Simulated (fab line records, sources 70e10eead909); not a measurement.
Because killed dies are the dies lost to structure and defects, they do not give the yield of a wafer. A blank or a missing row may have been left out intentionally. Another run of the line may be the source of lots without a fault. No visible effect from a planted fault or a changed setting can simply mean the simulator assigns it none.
Which tool was responsible? ; flow nandHarc ; Sampling: 15 lots, 45 wafers, 2 of 1159 route steps

## WHAT EACH GAUGE READ, for each wafer
NHARC_A_SGD_CUT_INSPECT_25.
lot;measured;on;rawDefectCount
L669;day 14 07:13;defectInspect-02;342 232 461
L667;day 14 12:28;defectInspect-02;281 467 279
L670;day 15 03:55;defectInspect-01;306 351 350
L673;day 15 07:27;defectInspect-01;280 323 368
L672;day 15 07:28;defectInspect-02;282 204 323
L674;day 15 20:15;defectInspect-01;293 348 400
L677;day 16 09:30;defectInspect-01;384 378 469
L681;day 17 06:13;defectInspect-01;268 292 361
L679;day 17 18:41;defectInspect-02;271 301 258
L683;day 18 03:11;defectInspect-02;228 470 211
L680;day 18 03:11;defectInspect-01;527 357 281
L684;day 18 03:20;defectInspect-01;258 188 228
L688;day 18 20:49;defectInspect-01;318 246 247
L689;day 19 18:08;defectInspect-01;345 256 281
L690;day 20 05:05;defectInspect-02;244 283 282

## EACH LOT AND THE TOOL THAT RAN IT (in order: tool; ch and the chambers of the sampled wafers; start)
lot;NHARC_A_SGD_CUT_ETCHBACK_24
L669;rieDiel-04 ch 1,2, day 14 07:00
L667;rieDiel-04 ch 0,2, day 14 12:14
L670;rieDiel-06 ch 1,2,3, day 15 03:43
L673;rieDiel-04 ch 0,1,3, day 15 07:13
L672;rieDiel-06 ch 0,1,2, day 15 07:14
L674;rieDiel-04 ch 0,1, day 15 20:01
L677;rieDiel-06 ch 2,3, day 16 09:16
L681;rieDiel-05 ch 1,2, day 17 05:58
L679;rieDiel-05 ch 1,2, day 17 18:26
L683;rieDiel-06 ch 0,2,3, day 18 02:56
L680;rieDiel-04 ch 1,2,3, day 18 02:57
L684;rieDiel-05 ch 1,2, day 18 03:05
L688;rieDiel-06 ch 0,2,3, day 18 20:38
L689;rieDiel-05 ch 0,1,3, day 19 17:53
L690;rieDiel-04 ch 0,2,3, day 20 04:52
- NHARC_A_SGD_CUT_ETCHBACK_24: etches the open film in CH3F/O2, target depth 50 nm, time 92.857 s.

## WHAT THE TOOLS THEMSELVES READ (means of the sampled wafers that have a number; where no wafer has one, the mark that the record gives instead)
NHARC_A_SGD_CUT_ETCHBACK_24.
lot;tool;drypumpMotorCurrentA (A);oesProductAu (a.u.);rfVppV (V);showerheadPlenumPTorr (Torr);throttleValvePct (%)
L669;rieDiel-04;6.3;0.95;243.5;2.37;20.666
L667;rieDiel-04;5.6;0.91;242.2;2.30;20.664
L670;rieDiel-06;6.1;0.99;245.5;2.48;20.671
L673;rieDiel-04;5.7;1.01;244.9;2.45;20.665
L672;rieDiel-06;6.1;0.93;244.4;2.49;20.660
L674;rieDiel-04;5.7;0.95;242.6;2.34;20.662
L677;rieDiel-06;5.8;0.99;245.9;2.56;20.661
L681;rieDiel-05;5.3;0.96;243.3;2.40;20.674
L679;rieDiel-05;5.3;1.00;243.2;2.40;20.663
L683;rieDiel-06;6.1;0.92;245.9;2.55;20.671
L680;rieDiel-04;5.8;0.93;244.4;2.45;20.655
L684;rieDiel-05;5.2;1.00;243.1;2.40;20.672
L688;rieDiel-06;6.2;0.99;245.3;2.55;20.652
L689;rieDiel-05;5.8;0.98;242.7;2.44;20.667
L690;rieDiel-04;5.4;0.99;243.4;2.41;20.666

## THE ANSWER, worked out from the rows above alone
Rule: the lots themselves supply what counts as usual. Put in order of their means at a reading, lots are off if they are a third of the lots or fewer, leave a main group of 4 or more, and stand apart from it by a gap of 3 or more times the standard deviation of the main group's means; of several such gaps the widest counts. A main group is skipped when, at the precision printed for the reading in the tables above, its means are all equal. Also off: a lot with no number at a reading for which 4 or more lots have one. Where the step has rows for the other lots, those lots are counted as sound. The gauges are gone through in route order, then the tools' own readings, and for those a lot's mean is taken as printed above. The first step at which some lot is off is used, and at that step the reading that is off furthest; a lot without a number counts as furthest.
No lot is off at any reading shown: from this, nothing can be told.

## WHAT HAD BEEN PUT IN BY THE SIMULATOR
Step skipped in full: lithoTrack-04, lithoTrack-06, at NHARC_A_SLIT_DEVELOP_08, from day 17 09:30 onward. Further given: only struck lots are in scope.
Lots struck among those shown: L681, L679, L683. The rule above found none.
